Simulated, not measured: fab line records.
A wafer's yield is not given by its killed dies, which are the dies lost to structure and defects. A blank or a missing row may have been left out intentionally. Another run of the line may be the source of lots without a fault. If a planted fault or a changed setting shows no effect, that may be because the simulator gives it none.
Matching of chambers || flow n5_finfet || ald_metal-02 running N5_HKMG_FIN_ALD_21: 4 sister chambers
The step deposits TiN, target thk 1.5 nm, pulse time 1 s, purge time 3 s. 16 wafers are shown with their chamber, then 8 later ones without.

WAFERS PAIRED WITH THEIR CHAMBERS
{"wafer": "L083.2", "chamber": 1, "heater_power_w (W)": 925, "susceptor_temp_C (C)": 399.96, "precursor_pulse_height_rel": 1.012}
{"wafer": "L083.4", "chamber": 2, "heater_power_w (W)": 949, "susceptor_temp_C (C)": 399.95, "precursor_pulse_height_rel": 1.014}
{"wafer": "L083.5", "chamber": 1, "heater_power_w (W)": 907, "susceptor_temp_C (C)": 399.82, "precursor_pulse_height_rel": 1.001}
{"wafer": "L085.2", "chamber": 1, "heater_power_w (W)": 912, "susceptor_temp_C (C)": 399.93, "precursor_pulse_height_rel": 1.035}
{"wafer": "L085.3", "chamber": 3, "heater_power_w (W)": 986, "susceptor_temp_C (C)": 400.66, "precursor_pulse_height_rel": 0.996}
{"wafer": "L085.4", "chamber": 0, "heater_power_w (W)": 817, "susceptor_temp_C (C)": 400.39, "precursor_pulse_height_rel": 1.010}
{"wafer": "L086.1", "chamber": 0, "heater_power_w (W)": 798, "susceptor_temp_C (C)": 399.95, "precursor_pulse_height_rel": 1.024}
{"wafer": "L086.3", "chamber": 2, "heater_power_w (W)": 933, "susceptor_temp_C (C)": 400.07, "precursor_pulse_height_rel": 0.984}
{"wafer": "L086.4", "chamber": 1, "heater_power_w (W)": 916, "susceptor_temp_C (C)": 399.99, "precursor_pulse_height_rel": 1.040}
{"wafer": "L091.2", "chamber": 3, "heater_power_w (W)": 990, "susceptor_temp_C (C)": 399.88, "precursor_pulse_height_rel": 1.003}
{"wafer": "L091.3", "chamber": 1, "heater_power_w (W)": 909, "susceptor_temp_C (C)": 399.58, "precursor_pulse_height_rel": 0.988}
{"wafer": "L091.5", "chamber": 3, "heater_power_w (W)": 997, "susceptor_temp_C (C)": 400.04, "precursor_pulse_height_rel": 0.984}
{"wafer": "L092.4", "chamber": 1, "heater_power_w (W)": 925, "susceptor_temp_C (C)": 399.83, "precursor_pulse_height_rel": 1.007}
{"wafer": "L092.5", "chamber": 0, "heater_power_w (W)": 821, "susceptor_temp_C (C)": 399.72, "precursor_pulse_height_rel": 0.986}
{"wafer": "L092.6", "chamber": 3, "heater_power_w (W)": 985, "susceptor_temp_C (C)": 400.15, "precursor_pulse_height_rel": 0.978}
{"wafer": "L095.1", "chamber": 0, "heater_power_w (W)": 836, "susceptor_temp_C (C)": 400.08, "precursor_pulse_height_rel": 1.011}

SIGNATURES (means of the wafers above)
{"reading": "heater_power_w", "chamber 0": 818.00, "chamber 1": 915.67, "chamber 2": 941.00, "chamber 3": 989.50, "scatter within a chamber": 10.2}
{"reading": "susceptor_temp_C", "chamber 0": 400.0350, "chamber 1": 399.8517, "chamber 2": 400.0100, "chamber 3": 400.1825, "scatter within a chamber": 0.241}
{"reading": "precursor_pulse_height_rel", "chamber 0": 1.00775, "chamber 1": 1.01383, "chamber 2": 0.99900, "chamber 3": 0.99025, "scatter within a chamber": 0.0173}
Rule: a wafer's distance from a chamber is the root of the sum, over the readings, of the square of ((its reading less the chamber's mean) divided by the reading's scatter). If the next closest chamber is less than 2 further off than the closest, the wafer can't be placed; otherwise it belongs to the closest. How the scatter is found: for the shown wafers, subtract from each reading the mean of its chamber, square and add these, divide the total by (wafers less chambers), then take the root.

WAFERS WHOSE CHAMBER IS MISSING
{"wafer": "L095.3", "heater_power_w (W)": 1001, "susceptor_temp_C (C)": 399.74, "precursor_pulse_height_rel": 1.005}
{"wafer": "L095.4", "heater_power_w (W)": 945, "susceptor_temp_C (C)": 399.76, "precursor_pulse_height_rel": 1.009}
{"wafer": "L096.1", "heater_power_w (W)": 962, "susceptor_temp_C (C)": 399.82, "precursor_pulse_height_rel": 1.007}
{"wafer": "L096.2", "heater_power_w (W)": 928, "susceptor_temp_C (C)": 399.85, "precursor_pulse_height_rel": 0.988}
{"wafer": "L096.3", "heater_power_w (W)": 802, "susceptor_temp_C (C)": 399.61, "precursor_pulse_height_rel": 0.966}
{"wafer": "L096.4", "heater_power_w (W)": 1003, "susceptor_temp_C (C)": 399.88, "precursor_pulse_height_rel": 1.002}
{"wafer": "L096.5", "heater_power_w (W)": 889, "susceptor_temp_C (C)": 399.78, "precursor_pulse_height_rel": 1.017}
{"wafer": "L096.6", "heater_power_w (W)": 948, "susceptor_temp_C (C)": 399.85, "precursor_pulse_height_rel": 1.033}

EACH ONE'S CHAMBER
{"wafer": "L095.3", "from the rows above": 3, "in truth": 3}
{"wafer": "L095.4", "from the rows above": "can't be placed: 2 or 1", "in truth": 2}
{"wafer": "L096.1", "from the rows above": "can't be placed: 2 or 3", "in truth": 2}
{"wafer": "L096.2", "from the rows above": "can't be placed: 2 or 1", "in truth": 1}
{"wafer": "L096.3", "from the rows above": 0, "in truth": 0}
{"wafer": "L096.4", "from the rows above": 3, "in truth": 3}
{"wafer": "L096.5", "from the rows above": 1, "in truth": 1}
{"wafer": "L096.6", "from the rows above": "can't be placed: 2 or 1", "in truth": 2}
4 of 8 placed correctly. Can't be placed from these rows: 4 (the true chamber is among the candidates in 4). Placed wrongly: 0.
